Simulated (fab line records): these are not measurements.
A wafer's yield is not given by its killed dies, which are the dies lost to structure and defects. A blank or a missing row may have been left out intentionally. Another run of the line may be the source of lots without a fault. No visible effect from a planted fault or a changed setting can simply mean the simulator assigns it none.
Chamber matching + flow n5 finfet + N5_DUMMY_GATE_DESCUM_20 on rie diel-04 has 4 sister chambers
The step chemistry O2, time 6.2 s. 8 wafers are shown with their chamber, then 10 later ones without.

## WAFERS WITH THEIR CHAMBER
| wafer  | chamber | drypump motor current A (A) | throttle valve pct (%) |
|--------|---------|-----------------------------|------------------------|
| L077.1 | 0       | 5.6                         | 21.0                   |
| L079.3 | 0       | 5.5                         | 21.0                   |
| L079.6 | 2       | 6.1                         | 20.9                   |
| L083.2 | 1       | 6.5                         | 20.2                   |
| L083.4 | 3       | 5.3                         | 20.2                   |
| L083.5 | 2       | 6.1                         | 20.9                   |
| L085.3 | 1       | 6.5                         | 20.2                   |
| L085.5 | 3       | 5.3                         | 20.3                   |

## WAFERS WITH NO CHAMBER GIVEN
| wafer  | drypump motor current A (A) | throttle valve pct (%) |
|--------|-----------------------------|------------------------|
| L085.6 | 6.1                         | 20.9                   |
| L092.2 | 5.6                         | 21.0                   |
| L092.5 | 5.5                         | 21.0                   |
| L092.6 | 6.5                         | 20.2                   |
| L093.3 | 6.6                         | 20.2                   |
| L093.4 | 6.1                         | 20.9                   |
| L093.5 | 5.3                         | 20.3                   |
| L094.4 | 5.3                         | 20.3                   |
| L094.5 | 5.6                         | 21.1                   |
| L094.6 | 6.5                         | 20.2                   |

## EACH ONE'S CHAMBER
| wafer  | from the rows above | in truth |
|--------|---------------------|----------|
| L085.6 | 2                   | 2        |
| L092.2 | 0                   | 0        |
| L092.5 | 0                   | 0        |
| L092.6 | 1                   | 1        |
| L093.3 | 1                   | 1        |
| L093.4 | 2                   | 2        |
| L093.5 | 3                   | 3        |
| L094.4 | 3                   | 3        |
| L094.5 | 0                   | 0        |
| L094.6 | 1                   | 1        |
Correctly placed: 10 of 10. Left unplaced by these rows: 0. 0 placed wrongly.
How it was worked out, from the rows above alone: a wafer's distance from a chamber is the root of the sum, over the readings, of the square of ((its reading less the chamber's mean) divided by the reading's scatter). If the next closest chamber is less than 2 further off than the closest, the wafer can't be placed; otherwise it belongs to the closest. Each chamber's mean is taken over the wafers shown for it. How the scatter is found: for the shown wafers, subtract from each reading the mean of its chamber, square and add these, divide the total by (wafers less chambers), then take the root.
